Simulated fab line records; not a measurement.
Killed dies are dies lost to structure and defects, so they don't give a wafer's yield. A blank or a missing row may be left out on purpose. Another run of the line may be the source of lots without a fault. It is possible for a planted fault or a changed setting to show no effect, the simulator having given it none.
fab line records -- flow n5_finfet -- part 2 of 2: steps 5 to 6 of 6
record: lots: 21, wafers: 63, last_day: 19
route steps=1938 shown ILD0@344 SDB@359 HKMG_FIN@419
lots that met no fault: from a run of the same line without faults
start_h: hours from the record's opening day to when the first of the lot's shown wafers began -- wait_h: how many hours have passed since the lot's step before this one -- " identical to the entry in the row above -- L1.1+2: several wafers, shown together as one row -- - value missing, or start not given -- * or withheld: withheld -- < > ~ a bound
route shown NAME@n: a module of which the file shows steps, and the number in the route of the first -- usual: average and standard deviation across the fault-free wafers -- same: alike in all rows -- chamber/n: place in a boat -- sites: the reading at each site -- _std_site: their standard deviation -- _edge_site: the outer-site mean with the inner-site mean subtracted -- radius_mm: for every site, how far away it sits from the centre of the wafer -- mask NAME#n: copy n -- behind: the most recent tool/chamber to have shaped the wafer -- hold: the reason the lot was held/the length of the hold in hours/how it ended -- device: whichever transistor did not switch (one of n, p or np) -- end of line: tests of these same wafers at the route's end -- a step given without rows: its recipe and nothing more -- killed: dies that structure and defects cost at the first sort, which is not the same as the wafer's yield -- map: the dies of a wafer, with x for killed, . for not killed, _ for no die there
set.NAME: the setting as run; set.NAME@STEP: as run at that earlier step -- model.NAME: the simulator's own value behind a step, which no gauge read
route steps across a sampled set of lots; one table per step, one row per wafer
services: a tool's chamber out of use, with start hour (start_h, from the record's first day; less than 0 if before it), hours out, and reason
== steps ==
step: N5_HKMG_FIN_ETCH_31
recipe: chemistry: CF4, target: SiARC, target_depth_a: 455, mask_material: CAR-ArF, time_s: 75.8, ion_energy_ev: 80, pressure_mtorr: 40, source_w: 545, bias_w: 36, Ar_flow_sccm: 100, cf4_flow_sccm: 100, ends: cleared
usual: drypump_motor_current_A: 5.51/0.28, etch_rf_on_time_s: 76.0/2.1, oes_product_au: 0.66/0.08, rf_vpp_V: 183.8/1.2, showerhead_plenum_p_Torr: 2.12/0.071, throttle_valve_pct: 15.57/0.2
lot.wafer,tool,chamber,start_h,wait_h,drypump_motor_current_A,etch_rf_on_time_s,oes_product_au,rf_hours_counter_h,rf_vpp_V,showerhead_plenum_p_Torr,throttle_valve_pct
L074.1,rie_diel-01,0,73.84,0.0,5.31,78.6,0.62,165,185.1,2.21,15.53
L074.2,rie_diel-01,2,73.84,0.0,5.76,76.7,0.64,161,182.5,2.06,15.69
L074.6,rie_diel-01,0,73.84,0.0,5.32,79.3,0.63,-,184.5,2.22,15.54
L075.2,rie_diel-01,0,87.22,0.0,5.33,80.0,0.62,171,184.3,2.21,15.53
L075.3,rie_diel-01,2,87.22,0.0,5.76,77.4,0.64,167,183.1,2.05,15.72
L075.5,rie_diel-01,2,87.22,0.0,5.77,75.9,0.65,-,184.0,2.05,15.72
L077.2,rie_diel-03,2,94.59,0.0,4.94,73.7,0.60,248,183.0,2.03,16.00
L077.3,rie_diel-03,3,94.59,0.0,5.44,73.1,0.78,23,186.2,2.17,15.40
L077.5,rie_diel-03,1,94.59,0.0,5.84,74.5,0.60,-,184.4,2.22,15.88
L078.3,rie_diel-04,2,100.78,0.0,5.39,74.9,0.60,223,182.2,2.12,15.59
L078.4,rie_diel-04,0,100.78,0.0,5.55,77.3,0.63,191,183.8,2.13,15.54
L078.6,rie_diel-04,0,100.78,0.0,5.52,76.7,0.63,-,183.3,2.13,15.54
L079.1,rie_diel-04,1,104.94,0.0,5.92,74.0,0.63,184,182.4,2.05,15.62
L079.3,rie_diel-04,2,104.94,0.0,5.40,75.5,0.60,224,183.0,2.12,15.58
L079.4,rie_diel-04,3,104.94,0.0,5.22,73.8,0.66,148,184.0,2.13,15.52
L080.3,rie_diel-01,3,111.42,0.0,5.25,72.6,0.83,5,181.6,2.09,15.31
L080.4,rie_diel-01,0,111.42,0.0,5.35,76.7,0.63,180,184.7,2.21,15.57
L080.5,rie_diel-01,1,111.42,0.0,5.64,76.0,0.60,-,181.9,2.04,15.55
L081.4,rie_diel-01,2,125.70,0.0,5.77,78.2,0.63,181,182.9,2.05,15.74
L081.5,rie_diel-01,0,125.70,0.0,5.34,80.0,0.61,-,183.9,2.21,15.57
L081.6,rie_diel-01,3,125.70,0.0,5.25,74.2,0.82,-,183.4,2.09,15.32
L082.1,rie_diel-01,0,126.30,0.0,5.32,80.1,0.61,185,185.5,2.21,15.56
L082.2,rie_diel-01,3,126.30,0.0,5.26,74.6,0.81,9,182.7,2.09,15.32
L082.4,rie_diel-01,1,126.30,0.0,5.66,77.9,0.60,198,182.3,2.04,15.56
L083.1,rie_diel-03,2,131.37,0.0,4.90,72.3,0.85,2,185.9,2.29,15.50
L083.4,rie_diel-03,3,131.37,0.0,5.44,73.1,0.76,-,184.1,2.17,15.45
L083.5,rie_diel-03,1,131.37,0.0,5.82,74.5,0.60,-,184.5,2.22,15.90
L084.4,rie_diel-01,3,136.67,0.0,5.25,75.3,0.80,-,184.2,2.09,15.33
L084.5,rie_diel-01,2,136.67,0.0,5.78,78.3,0.63,-,181.9,2.05,15.77
L084.6,rie_diel-01,1,136.67,0.0,5.62,77.9,0.60,-,182.5,2.04,15.57
L085.1,rie_diel-04,0,143.01,0.0,5.54,77.7,0.61,203,184.1,2.12,15.56
L085.2,rie_diel-04,1,143.01,0.0,5.93,75.0,0.61,195,182.6,2.05,15.64
L085.6,rie_diel-04,2,143.01,0.0,5.40,76.9,0.58,-,185.6,2.12,15.60
L087.2,rie_diel-04,1,153.18,0.0,5.91,75.1,0.62,198,182.9,2.05,15.64
L087.3,rie_diel-04,0,153.18,0.0,5.54,76.3,0.62,207,183.9,2.12,15.56
L087.4,rie_diel-04,2,153.18,0.0,5.39,75.4,0.59,239,183.1,2.12,15.60
L088.1,rie_diel-01,0,159.11,0.0,5.32,80.3,0.60,193,184.8,2.21,15.59
L088.3,rie_diel-01,3,159.11,0.0,5.25,74.9,0.78,22,184.7,2.08,15.35
L088.5,rie_diel-01,0,159.11,0.0,5.34,79.5,0.61,-,184.8,2.21,15.59
L089.2,rie_diel-03,1,166.29,0.0,5.83,75.0,0.59,232,184.7,2.21,15.93
L089.4,rie_diel-03,0,166.29,0.0,5.86,76.0,0.80,5,184.7,2.18,14.95
L089.5,rie_diel-03,3,166.29,0.0,5.42,71.9,0.75,-,183.8,2.16,15.48
L090.1,rie_diel-01,3,169.68,0.0,5.24,73.9,0.77,27,183.1,2.08,15.35
L090.2,rie_diel-01,0,169.68,0.0,5.35,80.2,0.60,198,186.0,2.20,15.59
L090.4,rie_diel-01,1,169.68,0.0,5.62,76.7,0.59,215,183.1,2.03,15.60
L091.2,rie_diel-04,2,176.19,0.0,5.40,75.5,0.58,248,182.7,2.11,15.63
L091.4,rie_diel-04,0,176.19,0.0,5.52,77.4,0.61,213,182.9,2.12,15.57
L091.5,rie_diel-04,0,176.19,0.0,5.52,77.4,0.61,-,183.5,2.12,15.58
L092.1,rie_diel-01,2,181.62,0.0,5.78,76.8,0.62,202,183.8,2.04,15.80
L092.2,rie_diel-01,1,181.62,0.0,5.63,77.5,0.58,219,183.9,2.03,15.60
L092.3,rie_diel-01,3,181.62,0.0,5.26,73.9,0.77,30,183.3,2.08,15.34
L093.1,rie_diel-01,3,188.30,0.0,5.24,74.2,0.75,33,183.2,2.08,15.36
L093.2,rie_diel-01,1,188.30,0.0,5.65,77.3,0.59,221,182.5,2.03,15.60
L093.4,rie_diel-01,2,188.30,0.0,5.79,77.1,0.62,204,181.6,2.04,15.79
L095.3,rie_diel-04,3,200.86,0.0,5.22,75.2,0.63,181,183.4,2.12,15.58
L095.4,rie_diel-04,2,200.86,0.0,5.40,73.1,0.86,2,185.0,2.11,15.11
L095.5,rie_diel-04,3,200.86,0.0,5.22,75.4,0.64,-,184.5,2.12,15.58
L096.2,rie_diel-03,0,208.67,0.0,5.82,76.5,0.77,20,184.1,2.18,14.98
L096.3,rie_diel-03,2,208.67,0.0,4.90,72.6,0.78,26,185.2,2.28,15.56
L096.5,rie_diel-03,1,208.67,0.0,5.82,75.6,0.57,-,183.9,2.21,15.94
L097.2,rie_diel-03,1,212.62,0.0,5.82,76.5,0.57,248,185.8,2.21,15.95
L097.4,rie_diel-03,3,212.62,0.0,5.43,74.3,0.72,64,186.1,2.16,15.50
L097.6,rie_diel-03,0,212.62,0.0,5.83,77.3,0.76,-,184.6,2.18,14.98
step: N5_HKMG_FIN_ETCH_86
recipe: chemistry: N2/H2, target: SOC, target_depth_a: 3932, stop_on: TiN, ion_energy_ev: 100, bias_w: 61, pressure_mtorr: 30, source_w: 850, n2_flow_sccm: 200, h2_flow_sccm: 200
usual: drypump_motor_current_A: 5.50/0.27, oes_product_au: 0.76/0.093, rf_vpp_V: 240.4/1.4, showerhead_plenum_p_Torr: 2.53/0.088, throttle_valve_pct: 17.77/0.2
lot.wafer,tool,chamber,start_h,wait_h,drypump_motor_current_A,oes_product_au,rf_hours_counter_h,rf_vpp_V,showerhead_plenum_p_Torr,throttle_valve_pct
L074.1,rie_diel-01,1,75.13,-,5.66,0.72,181,238.3,2.42,17.66
L074.2,rie_diel-01,0,75.13,-,5.35,0.74,166,241.9,2.64,17.84
L074.6,rie_diel-01,0,75.13,-,5.33,0.74,-,243.8,2.64,17.83
L075.2,rie_diel-03,0,88.65,-,5.84,0.69,241,241.0,2.62,17.64
L075.3,rie_diel-03,3,88.65,-,5.43,0.90,20,240.5,2.60,17.71
L075.5,rie_diel-03,0,88.65,-,5.85,0.69,-,241.7,2.62,17.65
L077.2,rie_diel-03,0,95.88,-,5.83,0.69,244,241.6,2.62,17.64
L077.3,rie_diel-03,1,95.88,-,5.86,0.69,207,241.7,2.63,18.06
L077.5,rie_diel-03,2,95.88,-,4.92,0.69,-,239.0,2.40,18.22
L078.3,rie_diel-01,1,102.13,-,5.65,0.71,191,240.1,2.41,17.68
L078.4,rie_diel-01,3,102.13,-,5.26,0.96,1,240.1,2.49,17.41
L078.6,rie_diel-01,3,102.13,-,5.26,0.97,-,239.9,2.49,17.41
L079.1,rie_diel-01,1,106.22,-,5.64,0.70,192,240.7,2.41,17.69
L079.3,rie_diel-01,0,106.22,-,5.33,0.73,178,242.5,2.64,17.87
L079.4,rie_diel-01,2,106.22,-,5.78,0.75,174,237.6,2.42,17.85
L080.3,rie_diel-03,3,112.71,-,5.43,0.87,30,242.0,2.59,17.75
L080.4,rie_diel-03,1,112.71,-,5.83,0.68,-,241.9,2.62,18.07
L080.5,rie_diel-03,0,112.71,-,5.82,0.69,-,241.2,2.61,17.66
L081.4,rie_diel-01,2,127.00,-,5.77,0.75,181,238.2,2.42,17.86
L081.5,rie_diel-01,1,127.00,-,5.63,0.71,-,238.5,2.41,17.68
L081.6,rie_diel-01,0,127.00,-,5.34,0.73,-,241.2,2.64,17.87
L082.1,rie_diel-03,1,127.66,-,5.86,0.68,219,241.1,2.62,18.07
L082.2,rie_diel-03,3,127.66,-,5.44,0.86,35,240.8,2.59,17.74
L082.4,rie_diel-03,2,127.66,-,4.94,0.98,-,243.1,2.72,17.77
L083.1,rie_diel-03,2,132.65,-,4.93,0.97,3,243.2,2.72,17.77
L083.4,rie_diel-03,2,132.65,-,4.91,0.97,-,244.7,2.72,17.78
L083.5,rie_diel-03,3,132.65,-,5.44,0.86,-,241.7,2.59,17.75
L084.4,rie_diel-01,3,137.96,-,5.24,0.92,-,239.5,2.48,17.44
L084.5,rie_diel-01,1,137.96,-,5.66,0.70,-,238.9,2.41,17.71
L084.6,rie_diel-01,2,137.96,-,5.79,0.74,-,238.7,2.42,17.86
L085.1,rie_diel-04,2,144.29,-,5.42,0.68,235,240.5,2.50,17.63
L085.2,rie_diel-04,1,144.29,-,5.95,0.72,195,239.1,2.42,17.73
L085.6,rie_diel-04,3,144.29,-,5.22,0.75,-,241.2,2.55,17.91
L087.2,rie_diel-04,1,154.46,-,5.92,0.71,199,238.8,2.42,17.75
L087.3,rie_diel-04,3,154.46,-,5.22,0.74,163,240.3,2.55,17.92
L087.4,rie_diel-04,0,154.46,-,5.55,0.72,207,240.3,2.53,17.91
L088.1,rie_diel-04,0,160.64,-,5.56,0.71,209,240.5,2.53,17.91
L088.3,rie_diel-04,1,160.64,-,5.90,0.71,201,237.6,2.42,17.75
L088.5,rie_diel-04,1,160.64,-,5.92,0.72,-,240.6,2.42,17.75
L089.2,rie_diel-04,1,167.72,-,5.94,0.71,204,239.4,2.42,17.75
L089.4,rie_diel-04,1,167.72,-,5.92,0.72,-,237.1,2.42,17.75
L089.5,rie_diel-04,2,167.72,-,5.41,0.68,-,240.1,2.50,17.65
L090.1,rie_diel-01,3,170.97,-,5.27,0.89,27,240.3,2.48,17.44
L090.2,rie_diel-01,2,170.97,-,5.76,0.73,198,240.3,2.41,17.89
L090.4,rie_diel-01,1,170.97,-,5.64,0.69,215,238.5,2.40,17.73
L091.2,rie_diel-04,0,177.48,-,5.52,0.72,214,239.6,2.52,17.92
L091.4,rie_diel-04,3,177.48,-,5.23,0.73,172,240.8,2.55,17.93
L091.5,rie_diel-04,0,177.48,-,5.52,0.71,-,240.0,2.52,17.93
L092.1,rie_diel-04,2,182.90,-,5.41,0.67,250,241.1,2.50,17.68
L092.2,rie_diel-04,1,182.90,-,5.90,0.70,208,240.2,2.42,17.76
L092.3,rie_diel-04,0,182.90,-,5.54,0.71,215,240.8,2.52,17.92
L093.1,rie_diel-03,1,189.61,-,5.84,0.66,240,242.0,2.61,18.10
L093.2,rie_diel-03,2,189.61,-,4.92,0.90,21,240.9,2.71,17.80
L093.4,rie_diel-03,3,189.61,-,5.43,0.83,57,242.9,2.58,17.79
L095.3,rie_diel-04,1,202.14,-,5.91,0.70,217,239.5,2.42,17.77
L095.4,rie_diel-04,2,202.14,-,5.40,0.97,2,241.1,2.49,17.19
L095.5,rie_diel-04,0,202.14,-,5.55,0.70,-,239.5,2.52,17.94
L096.2,rie_diel-01,3,209.96,-,5.25,0.85,42,240.0,2.47,17.47
L096.3,rie_diel-01,1,209.96,-,5.63,0.68,230,240.0,2.40,17.75
L096.5,rie_diel-01,3,209.96,-,5.26,0.86,-,239.8,2.47,17.48
L097.2,rie_diel-01,0,213.98,-,5.34,0.71,216,241.5,2.62,17.91
L097.4,rie_diel-01,1,213.98,-,5.67,0.67,-,239.3,2.40,17.76
L097.6,rie_diel-01,3,213.98,-,5.27,0.85,-,240.4,2.47,17.49
== services ==
tool,chamber,start_h,hours,kind
cmp-03,-,39.57,1.3,repair
cmp-02,-,45.90,9.5,pm
cmp-03,-,48.02,4.0,pm
rie_diel-04,-,48.86,2.8,pm
cmp-02,-,55.45,2.1,repair
rie_diel-04,0,55.90,3.5,repair
rie_diel-01,-,59.04,2.4,repair
ald_metal-04,3,59.95,16.4,repair
rie_diel-01,3,71.90,8.0,repair
ald_metal-03,-,75.56,2.6,repair
cmp-02,-,84.45,4.4,repair
ald_metal-02,-,88.79,1.2,pm
ald_metal-04,-,90.06,17.3,repair
cmp-03,-,93.65,5.6,pm
rie_diel-01,1,97.91,3.7,repair
ald_metal-02,0,101.29,13.8,repair
plasma_asher-02,-,129.60,2.3,repair
rie_diel-01,0,130.07,9.3,repair
rie_diel-01,-,130.59,0.9,repair
rie_diel-03,-,149.57,2.8,pm
rie_diel-04,0,165.31,3.0,repair
plasma_asher-01,-,166.52,6.3,repair
plasma_asher-01,-,182.30,1.2,repair
ald_metal-02,-,203.60,0.8,repair
